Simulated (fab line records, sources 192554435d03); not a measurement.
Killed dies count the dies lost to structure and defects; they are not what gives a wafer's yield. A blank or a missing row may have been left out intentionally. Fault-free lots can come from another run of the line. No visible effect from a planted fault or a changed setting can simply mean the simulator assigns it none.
Problem report in the 8D (eight disciplines) form, filled by code    flow n5 finfet    the parts of the form that need people (team, actions taken, sign-off) are left out

== 1. PROBLEM STATEMENT ==
Mean of spin speed rpm at N5_SD_EPI_P_COAT_34: 1192.0 rpm across 9 wafers in 3 lots; on wafers with no fault it is 1500.2 rpm (standard deviation 0.97). That is -99 or more standard deviations from the usual mean.
The step: time 60 s, resist thk 350 nm.
The first sign was on wafer L938.2 at day 4 12:22, on litho track-05. The record has a number at this step for 21 wafers belonging to 7 lots. Rule for "out", or "out of limits": more than 4 standard deviations from the usual mean. The other wafers with a number count as sound.

== 2. WHAT IT IS AND WHAT IT IS NOT ==
question                     is                      is not
which readings at this step  spin speed rpm          -
which lots                   L938, L939, L940        L933, L936, L942, L956
which wafers of those lots   all that have a number  -
read on which tools          litho track-05          litho track-03
when                         from day 4 12:22        up to then (6 sound wafers); but 6 sound wafers of L942, L956 came after

== 3. WHAT RULES OUT EACH SUSPECT ==
Counting: a tool at a process step up to the reading stays a suspect if it ran every lot that is out and no sound lot after the first of them.
- litho track-05 at N5_SD_EPI_P_COAT_34 (time 60 s, resist thk 350 nm): ruled out as a lasting fault. Sound lots L956 ran on it after its first lot that is out, L938 (day 4 12:22).
Left after counting: nothing in the record.

== 4. THE CAUSE (what the simulator had put in) ==
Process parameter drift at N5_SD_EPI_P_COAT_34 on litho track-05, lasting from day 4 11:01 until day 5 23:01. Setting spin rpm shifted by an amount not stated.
Counting ruled it out, wrongly.

== 5. THE EFFECT CHAIN, in route order ==
Each row: a reading where the mean over the struck wafers with a number is more than 3 standard deviations away from the usual. Only readings whose record carries a usual standard deviation are examined. hours: median over the lots of the time between each lot's start at the first step of this table that gives one and its start at this step. sigmas: the change, counted in usual standard deviations.
hours  step                 reading         usual       on struck wafers  change  sigmas
0      N5_SD_EPI_P_COAT_34  spin speed rpm  1500.2 rpm  1192.0            -308.2  -99 or more
It contains these process steps:
- N5_SD_EPI_P_COAT_34: time 60 s, resist thk 350 nm.

== 6. HOW IT WOULD HAVE BEEN CAUGHT EARLIER ==
In this record the first reading out of limits was taken at day 4 12:22, 1 hour after the fault began at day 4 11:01.
